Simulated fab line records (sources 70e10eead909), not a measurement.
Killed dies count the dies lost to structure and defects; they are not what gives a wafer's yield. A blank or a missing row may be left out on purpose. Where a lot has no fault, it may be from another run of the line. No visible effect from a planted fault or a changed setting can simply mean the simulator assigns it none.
fab line records	flow nand_harc
record lots=6	wafers=18	last_day=33
route steps=1302 shown A_SLIT@941 A_SIN_REMOVE@947 A_WL_FILL@952
lots untouched by any fault: they come from a run of this same line in which no faults occurred
start_h: the number of hours between the record's first day and the start of the first shown wafer of the lot	wait_h: hours elapsed since this lot's preceding step	" same as the row above	L1.1+2: one row covering several wafers at once	- no value, or no start given	* or withheld: withheld	< > ~ a bound
route shown NAME@n: a module of which the file shows steps, and the number in the route of the first	usual: the fault-free wafers' mean and standard deviation	same: alike in all rows	chamber/n: place in a boat	sites: readings site by site	_std_site: the standard deviation of these	_edge_site: inner sites' mean taken away from outer sites' mean	radius_mm: for every site, how far away it sits from the centre of the wafer	mask NAME#n: copy n	behind: the most recent tool/chamber to have shaped the wafer	hold: why the lot was held/for how many hours/how that ended	device: whichever transistor did not switch (one of n, p or np)	end of line: the tests these same wafers got at the end of their route	a step without rows: its recipe alone	killed: dies lost to structure and defects at the first sort, not the wafer's yield	map: the dies of a wafer, with x for killed, . for not killed, _ for no die there
set.NAME: setting as actually run; set.NAME@STEP: the setting as run at that earlier step	model.NAME: the simulator's own value behind a step, which no gauge read
lots at some steps of the route; a table a step, a row a wafer
services: the hour from which a tool's chamber was out of use, counted from the record's first day as start_h (under 0 if before that day), plus the number of hours and why
## steps
# step NHARC_A_SLIT_STRIP_28
# recipe o2_flow_sccm=400	cos_flow_sccm=20	ar_flow_sccm=0	bias_w=0	chemistry=O2/COS
# step NHARC_A_SLIT_ETCH_29
# recipe target_depth_a=1000	overetch_a=100	time_s=55	ion_energy_ev=100	cf4_flow_sccm=80	o2_flow_sccm=20	ar_flow_sccm=0	rf_w=300	bias_w=100	chemistry=CF4/O2
# usual cf4_flow_sccm=80.02/0.25	drypump_motor_current_A=5.8/0.43	oes_f_703_au=1.000/0.0043	oes_product_au=0.997/0.011	rf_vpp_V=198.2/1.4	showerhead_plenum_p_Torr=1.35/0.057	throttle_valve_pct=13.397/0.0083
lot.wafer	tool	chamber	start_h	wait_h	cf4_flow_sccm	drypump_motor_current_A	oes_f_703_au	oes_product_au	rf_hours_counter_h	rf_vpp_V	showerhead_plenum_p_Torr	throttle_valve_pct
L961.3	rie_diel-10	3	577.06	0.1	80.06	5.6	0.999	1.007	10.2	198.3	1.35	13.393
L961.4	"	1	"	"	80.28	6.6	1.000	0.978	7.0	199.3	1.40	13.404
L961.5	"	3	"	"	80.15	5.6	0.998	0.999	-	198.5	1.35	13.394
L962.4	rie_diel-05	3	594.88	0.1	80.17	6.3	1.001	1.012	0.1	197.6	1.31	13.397
L962.1	"	0	"	"	79.79	5.3	1.002	0.987	0.1	195.9	1.25	13.393
L962.6	"	1	"	"	79.64	6.3	1.004	0.992	-	198.5	1.34	13.391
L966.2	rie_diel-05	1	618.52	0.1	79.94	6.3	1.004	0.989	2.1	199.8	1.34	13.407
L966.4	"	2	"	"	79.84	5.7	1.000	1.025	1.7	198.3	1.38	13.389
L966.5	"	0	"	"	80.11	5.2	1.001	0.981	-	196.7	1.25	13.396
L967.2	rie_diel-05	0	644.84	0.1	79.99	5.3	1.000	0.975	3.8	196.8	1.25	13.394
L967.3	"	2	"	"	79.69	5.7	1.001	1.013	4.2	197.7	1.38	13.395
L967.6	"	1	"	"	79.90	6.3	1.000	0.988	-	197.9	1.34	13.408
L970.1	rie_diel-09	1	658.63	0.1	79.98	5.4	0.998	1.002	8.6	201.0	1.41	13.394
L970.3	"	3	"	"	79.99	6.2	0.998	1.000	7.5	197.9	1.38	13.393
L970.2	"	0	"	"	79.97	5.7	1.008	0.993	8.6	200.0	1.43	13.395
L972.1	rie_diel-05	3	671.81	0.1	80.22	6.3	1.002	1.004	6.1	196.6	1.31	13.395
L972.3	"	0	"	"	80.24	5.2	1.004	0.981	7.1	197.4	1.25	13.389
L972.2	"	1	"	"	79.71	6.3	0.998	0.996	8.3	198.3	1.34	13.391
# step NHARC_A_SLIT_STRIP_18
# recipe o2_flow_sccm=500	ar_flow_sccm=0	bias_w=0	chemistry=O2
# usual drypump_motor_current_A=5.8/0.43	oes_product_au=0.997/0.011	rf_vpp_V=57.9/0.76	showerhead_plenum_p_Torr=3.59/0.14	throttle_valve_pct=17.036/0.0091
lot.wafer	tool	chamber	start_h	wait_h	drypump_motor_current_A	oes_product_au	rf_hours_counter_h	rf_vpp_V	showerhead_plenum_p_Torr	throttle_valve_pct
L961.4	rie_diel-10	1	-	-	6.6	0.989	7.0	58.6	3.68	17.041
L961.3	"	2	"	"	5.6	1.004	9.2	58.4	3.73	17.050
L961.5	"	1	"	"	6.6	0.989	-	58.9	3.68	17.036
L962.4	rie_diel-05	3	-	-	6.3	1.008	0.1	58.8	3.46	17.028
L962.1	"	1	"	"	6.3	0.981	0.1	59.1	3.55	17.033
L962.6	"	3	"	"	6.3	1.010	-	58.1	3.46	17.037
L966.2	rie_diel-05	3	-	-	6.3	0.997	1.3	58.7	3.46	17.025
L966.4	"	0	"	"	5.3	0.977	1.6	56.5	3.32	17.032
L966.5	"	1	"	"	6.3	0.980	-	58.0	3.55	17.042
L967.3	rie_diel-05	3	-	-	6.3	1.009	3.6	56.9	3.46	17.030
L967.2	"	0	"	"	5.3	0.982	3.9	57.5	3.32	17.038
L967.6	"	1	"	"	6.3	1.001	-	57.0	3.55	17.034
L970.1	rie_diel-09	1	-	-	5.4	1.008	8.6	57.0	3.72	17.032
L970.3	"	3	"	"	6.3	1.006	7.5	57.6	3.65	17.030
L970.2	"	0	"	"	5.7	1.001	8.7	59.4	3.77	17.024
L972.2	rie_diel-05	0	-	-	5.3	0.987	7.1	57.5	3.32	17.029
L972.1	"	1	"	"	6.3	0.993	8.3	59.2	3.54	17.036
L972.3	"	2	"	"	5.7	1.011	7.4	58.2	3.63	17.043
# step NHARC_A_SLIT_PRECLEAN_19
# recipe time_s=*	temp_c=50	bath_age_min=0	chemistry=SC1
# step NHARC_A_SLIT_SRD_20
# step NHARC_A_SLIT_CD_MEAS_21
# usual cd_nm=289.8/1.1
lot.wafer	tool	chamber	start_h	wait_h	cd_nm
L961.3	cd_sem-01	-	577.59	-	288.1
L961.4	"	-	"	"	287.5
L961.5	"	-	"	"	288.0
L962.1	cd_sem-01	-	595.40	-	289.4
L962.4	"	-	"	"	289.4
L962.6	"	-	"	"	291.1
L966.2	cd_sem-01	-	619.05	-	291.1
L966.4	"	-	"	"	289.7
L966.5	"	-	"	"	288.6
L967.2	cd_sem-01	-	645.38	-	290.4
L967.3	"	-	"	"	291.4
L967.6	"	-	"	"	290.4
L970.1	cd_sem-01	-	659.23	-	288.8
L970.2	"	-	"	"	287.0
L970.3	"	-	"	"	288.1
L972.1	cd_sem-01	-	672.35	-	290.3
L972.2	"	-	"	"	291.2
L972.3	"	-	"	"	290.9
# step NHARC_A_SIN_REMOVE_WET_00
# recipe temp_c=160	time_s=15300	chemistry=H3PO4
# step NHARC_A_SIN_REMOVE_PRECLEAN_01
# recipe time_s=*	temp_c=50	bath_age_min=0	chemistry=SC1
# step NHARC_A_SIN_REMOVE_SRD_02
# step NHARC_A_SIN_REMOVE_INSPECT_04
# usual raw_defect_count=393/85
lot.wafer	tool	chamber	start_h	wait_h	raw_defect_count
L961.3	defect_inspect-02	-	584.28	0.0	442
L961.4	"	-	"	"	468
L961.5	"	-	"	"	373
L962.1	defect_inspect-02	-	602.06	0.0	357
L962.4	"	-	"	"	377
L962.6	"	-	"	"	413
L966.2	defect_inspect-01	-	625.64	0.0	553
L966.4	"	-	"	"	515
L966.5	"	-	"	"	578
L967.2	defect_inspect-02	-	651.38	0.0	425
L967.3	"	-	"	"	383
L967.6	"	-	"	"	376
L970.1	defect_inspect-02	-	665.84	0.0	358
L970.2	"	-	"	"	378
L970.3	"	-	"	"	343
L972.1	defect_inspect-02	-	678.93	0.0	411
L972.2	"	-	"	"	287
L972.3	"	-	"	"	392
# step NHARC_A_WL_FILL_ALD_00
# recipe target_thk_a=30	pulse_time_s=3	ald_cycles=30	temp_c=300	material=Al2O3
# usual heater_power_w=454/53	precursor_pulse_height_rel=0.997/0.022
lot.wafer	tool	chamber	start_h	wait_h	heater_power_w	precursor_pulse_height_rel
L961.3	ald_hk-01	3	584.38	0.1	509	1.009
L961.4	"	0	"	"	482	1.011
L961.5	"	3	"	"	496	0.980
L962.4	ald_hk-03	3	602.13	0.1	578	0.995
L962.1	"	1	"	"	418	0.997
L962.6	"	3	"	"	589	0.998
L966.4	ald_hk-03	2	625.70	0.1	409	0.984
L966.2	"	1	"	"	422	0.979
L966.5	"	3	"	"	596	0.976
L967.2	ald_hk-01	0	651.45	0.1	480	1.002
L967.3	"	3	"	"	515	0.958
L967.6	"	0	"	"	467	1.021
L970.1	ald_hk-01	3	665.91	0.1	518	1.003
L970.3	"	0	"	"	460	1.003
L970.2	"	2	"	"	460	0.975
L972.2	ald_hk-04	1	679.00	0.1	413	0.974
L972.1	"	2	"	"	438	0.979
L972.3	"	0	"	"	470	1.007
# step NHARC_A_WL_FILL_RTA_01
# recipe temp_c=1000	time_s=5
# usual lamp_power_pct=27.4/0.97	lamp_zone_1_pct=27.4/0.97	lamp_zone_2_pct=27.4/0.97	lamp_zone_3_pct=27.4/0.98	lamp_zone_4_pct=27.4/0.97	lamp_zone_5_pct=27.4/0.97	lamp_zone_6_pct=27.3/0.97	lamp_zone_7_pct=27.8/0.99	wafer_temp_C_max=1003.6/1.2
lot.wafer	tool	chamber	start_h	wait_h	lamp_power_pct	lamp_zone_1_pct	lamp_zone_2_pct	lamp_zone_3_pct	lamp_zone_4_pct	lamp_zone_5_pct	lamp_zone_6_pct	lamp_zone_7_pct	wafer_temp_C_max
L961.3	rtp_anneal-02	0	584.67	-	22.8	22.9	22.9	22.9	22.9	22.9	22.8	23.4	958.9
L961.4	"	0	"	"	22.9	22.9	22.9	22.9	22.8	22.9	22.9	23.4	956.6
L961.5	"	0	"	"	22.9	22.9	22.9	22.9	22.9	22.9	22.8	23.3	956.2
L962.1	rtp_anneal-02	0	602.40	-	22.9	22.9	22.8	22.9	22.9	22.9	22.8	23.3	958.7
L962.4	"	0	"	"	22.9	22.9	22.8	22.8	22.9	22.9	22.8	23.3	958.3
L962.6	"	0	"	"	22.9	22.9	22.9	22.9	22.9	22.9	22.8	23.4	957.1
L966.2	rtp_anneal-01	0	625.99	-	28.2	28.2	28.2	28.2	28.2	28.2	28.2	28.6	1003.2
L966.4	"	0	"	"	28.2	28.2	28.2	28.2	28.2	28.2	28.1	28.6	1003.2
L966.5	"	0	"	"	28.2	28.2	28.2	28.2	28.1	28.2	28.1	28.6	1002.8
L967.2	rtp_anneal-01	0	651.90	-	28.2	28.2	28.2	28.2	28.2	28.2	28.2	28.6	1003.8
L967.3	"	0	"	"	28.2	28.2	28.2	28.2	28.2	28.2	28.2	28.6	1003.0
L967.6	"	0	"	"	28.2	28.2	28.2	28.2	28.2	28.2	28.1	28.6	1003.2
L970.1	rtp_anneal-01	0	666.17	-	28.2	28.2	28.2	28.2	28.2	28.2	28.2	28.7	1002.2
L970.2	"	0	"	"	28.2	28.2	28.2	28.2	28.1	28.2	28.1	28.7	1001.8
L970.3	"	0	"	"	28.2	28.2	28.2	28.2	28.2	28.2	28.1	28.7	1002.4
L972.1	rtp_anneal-02	0	679.27	-	26.2	26.2	26.2	26.2	26.3	26.2	26.1	26.6	1002.5
L972.2	"	0	"	"	26.2	26.2	26.2	26.2	26.2	26.2	26.2	26.7	1004.7
L972.3	"	0	"	"	26.2	26.2	26.3	26.2	26.3	26.2	26.2	26.7	1006.3
# step NHARC_A_WL_FILL_ALD_02
# recipe target_thk_a=20	pulse_time_s=3	ald_cycles=100	temp_c=450	material=TiN
# usual heater_power_w=1118/110	precursor_pulse_height_rel=0.999/0.02
lot.wafer	tool	chamber	start_h	wait_h	heater_power_w	precursor_pulse_height_rel
L961.4	ald_metal-04	2	584.87	0.1	970	0.990
L961.3	"	3	"	"	1218	0.970
L961.5	"	1	"	"	1014	1.043
L962.1	ald_metal-04	3	602.71	0.3	1221	1.016
L962.6	"	0	"	"	1261	0.994
L962.4	"	2	"	"	962	1.007
L966.4	ald_metal-04	1	626.21	0.1	1015	0.995
L966.2	"	3	"	"	1249	0.991
L966.5	"	1	"	"	1025	1.002
L967.2	ald_metal-03	2	652.09	0.2	1147	1.004
L967.3	"	1	"	"	1100	0.995
L967.6	"	2	"	"	1137	0.994
L970.3	ald_metal-04	1	666.39	0.1	1068	1.018
L970.1	"	2	"	"	968	1.005
L970.2	"	0	"	"	1241	0.967
L972.1	ald_metal-01	3	679.48	0.2	1148	0.986
L972.2	"	0	"	"	1160	0.997
L972.3	"	2	"	"	1200	0.987
## services
tool	chamber	start_h	hours	kind
ald_metal-01	2	553.71	6.3	repair
rie_diel-05	0	562.63	-	clean
rie_diel-05	1	562.63	-	clean
rie_diel-05	2	562.63	-	clean
ald_metal-03	-	565.81	0.3	repair
ald_metal-01	0	566.81	4.3	repair
ald_hk-03	-	568.00	10.0	pm
ald_metal-03	-	568.00	10.0	pm
rie_diel-05	-	583.60	9.0	pm
ald_metal-03	2	590.44	46.8	repair
rie_diel-10	-	596.50	9.0	pm
ald_metal-04	1	600.48	11.5	repair
rie_diel-10	3	608.84	35.3	repair
rie_diel-10	0	611.75	6.1	repair
ald_hk-04	-	613.99	10.0	pm
ald_hk-03	-	627.18	0.6	repair
rie_diel-05	1	634.16	4.3	repair
rie_diel-09	2	639.37	20.3	repair
rie_diel-10	1	640.74	10.6	repair
ald_metal-04	-	652.00	10.0	pm
ald_hk-01	-	652.45	10.0	pm
rie_diel-09	-	674.11	9.0	pm
rie_diel-05	1	677.97	9.3	repair
ald_metal-01	1	678.82	3.9	repair
## key
first_sign step=NHARC_A_WL_FILL_RTA_01	reading=wafer_temp_C_max	direction=down	sigmas=37	usual=*	struck=*
effect step=NHARC_A_WL_FILL_RTA_01	reading=lamp_zone_6_pct	direction=down	sigmas=4.6	usual=27.3	struck=22.8
met_at NHARC_A_WL_FILL_RTA_01
struck_wafers L961.3,L961.4,L961.5,L962.1,L962.4,L962.6
tester_left_out L961,L962
fault kind=process_parameter_drift	tool=rtp_anneal-02	chamber=-	onset_h=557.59	steps=NHARC_A_WL_FILL_RTA_01	channel=temp_c	offset=*	shape=step	end_h=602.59	acts_in=*	stated=*
# tester_left_out: of these lots the tester's yield and bins aren't shown, on N5 and GAA mostly nor the transistor test; their killed dies are dies lost to structure and defects alone, not to doping, threshold or leakage, so they don't give the yield
